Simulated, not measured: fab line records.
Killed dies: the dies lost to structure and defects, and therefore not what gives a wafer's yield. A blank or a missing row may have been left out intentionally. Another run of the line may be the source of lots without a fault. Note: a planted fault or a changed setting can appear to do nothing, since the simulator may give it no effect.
Matching of chambers | flow nand harc | NHARC_P_M0_DEP_32 on pecvd-04: 3 sister chambers
The step deposits SiCN, target thk 30 nm. 3 wafers are shown with their chamber, then 7 later ones without.

WAFERS WITH THEIR CHAMBER
wafer  | chamber | heater power w (W)
L087.6 | 2       | 644
L088.1 | 0       | 589
L088.2 | 1       | 503

WAFERS WITHOUT THEIR CHAMBER
wafer  | heater power w (W)
L088.5 | 654
L092.1 | 605
L092.3 | 464
L092.4 | 587
L097.2 | 556
L097.4 | 562
L097.6 | 509

EACH ONE'S CHAMBER
wafer  | from the rows above     | in truth
L088.5 | 2                       | 2
L092.1 | can't be placed: 0 or 2 | 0
L092.3 | 1                       | 1
L092.4 | 0                       | 0
L097.2 | can't be placed: 0 or 1 | 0
L097.4 | can't be placed: 0 or 1 | 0
L097.6 | 1                       | 1
Placed correctly: 4 of 7. Not placeable from these rows: 3 (in 3, the candidates include the true chamber). Wrongly placed: 0.
How it was worked out, from the rows above alone: a wafer's distance from a chamber is the root of the sum, over the readings, of the square of ((its reading less the chamber's mean) divided by the reading's scatter). The wafer belongs to the nearest chamber; if the next one is less than 2 further off, it can't be placed. For every chamber, the mean is computed from those of its wafers that are shown. The scatter: with one shown wafer a chamber, the root of the mean of the squares of how far each hidden wafer lies from its nearest shown one.
